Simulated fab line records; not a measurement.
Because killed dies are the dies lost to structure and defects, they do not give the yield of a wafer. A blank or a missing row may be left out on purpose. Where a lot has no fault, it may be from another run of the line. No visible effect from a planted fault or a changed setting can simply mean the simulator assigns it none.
Which tool was responsible? || flow nand harc || 6 lots, 18 wafers sampled, at 5 steps of a route of 1302

WHAT EACH GAUGE READ, for each wafer
NHARC_END_SORT_01.
{"lot": "L237", "measured": "day 30 13:32", "on": "prober-01", "killed at array": "672 673 674"}

TOOL THAT RAN EACH LOT (tool first, then ch and the chambers of the sampled wafers, then the start)
{"lot": "L227", "NHARC_A_CONTACT_DESCUM_47": "rie diel-07 ch 0,2,3, day 22 18:37", "NHARC_A_CONTACT_ETCH_112": "har cap etch-01 ch 0,1, day 22 20:40", "NHARC_A_CONTACT_ETCH_118": "har cap etch-01 ch 0,1, day 22 21:41", "NHARC_A_CONTACT_ETCH_121": "har cap etch-01 ch 0,1, day 22 22:13"}
{"lot": "L237", "NHARC_A_CONTACT_DESCUM_47": "rie diel-03 ch 0,2,3, day 26 23:49", "NHARC_A_CONTACT_ETCH_112": "har cap etch-03 ch 0,1, day 27 01:59", "NHARC_A_CONTACT_ETCH_118": "har cap etch-03 ch 0,1, day 27 03:22", "NHARC_A_CONTACT_ETCH_121": "har cap etch-03 ch 0,1, day 27 04:02"}
{"lot": "L241", "NHARC_A_CONTACT_DESCUM_47": "rie diel-11 ch 0,3, day 27 19:23", "NHARC_A_CONTACT_ETCH_112": "har cap etch-03 ch 0,1, day 27 22:38", "NHARC_A_CONTACT_ETCH_118": "har cap etch-03 ch 0,1, day 27 23:40", "NHARC_A_CONTACT_ETCH_121": "har cap etch-03 ch 0,1, day 28 00:11"}
{"lot": "L243", "NHARC_A_CONTACT_DESCUM_47": "rie diel-11 ch 1,2,3, day 28 23:59", "NHARC_A_CONTACT_ETCH_112": "har cap etch-02 ch 1, day 29 01:59", "NHARC_A_CONTACT_ETCH_118": "har cap etch-02 ch 1, day 29 03:01", "NHARC_A_CONTACT_ETCH_121": "har cap etch-02 ch 1, day 29 03:31"}
{"lot": "L245", "NHARC_A_CONTACT_DESCUM_47": "rie diel-11 ch 0,1,2, day 29 22:24", "NHARC_A_CONTACT_ETCH_112": "har cap etch-02 ch 0,1, day 30 00:26", "NHARC_A_CONTACT_ETCH_118": "har cap etch-02 ch 0,1, day 30 01:27", "NHARC_A_CONTACT_ETCH_121": "har cap etch-02 ch 0,1, day 30 01:58"}
{"lot": "L248", "NHARC_A_CONTACT_DESCUM_47": "rie diel-07 ch 1,3, day 31 02:22", "NHARC_A_CONTACT_ETCH_112": "har cap etch-02 ch 0,1, day 31 04:26", "NHARC_A_CONTACT_ETCH_118": "har cap etch-02 ch 0,1, day 31 05:48", "NHARC_A_CONTACT_ETCH_121": "har cap etch-02 ch 0,1, day 31 06:30"}
- NHARC_A_CONTACT_DESCUM_47: chemistry O2, time 3 s.
- NHARC_A_CONTACT_ETCH_112: etches the open film in C4F8/O2/Ar, time 190 s, target depth 1850 nm.
- NHARC_A_CONTACT_ETCH_118: etches the open film in C4F8/O2/Ar, time 190 s, target depth 1850 nm.
- NHARC_A_CONTACT_ETCH_121: etches the open film in C4F8/O2/Ar, time 190 s, target depth 1850 nm.

THE ANSWER, worked out from the rows above alone
Rule: the lots themselves supply what counts as usual. Put in order of their means at a reading, lots are off if they are a third of the lots or fewer, leave a main group of 4 or more, and stand apart from it by a gap of 3 or more times the standard deviation of the main group's means; of several such gaps the widest counts. A main group whose means are all the same, to the digits that the tables above print for the reading, isn't used. Also off: a lot with no number at a reading for which 4 or more lots have one. Any other lot the step has rows for is counted as sound.
No lot is off at any reading shown: from this, nothing can be told.

WHAT THE SIMULATOR PUT IN
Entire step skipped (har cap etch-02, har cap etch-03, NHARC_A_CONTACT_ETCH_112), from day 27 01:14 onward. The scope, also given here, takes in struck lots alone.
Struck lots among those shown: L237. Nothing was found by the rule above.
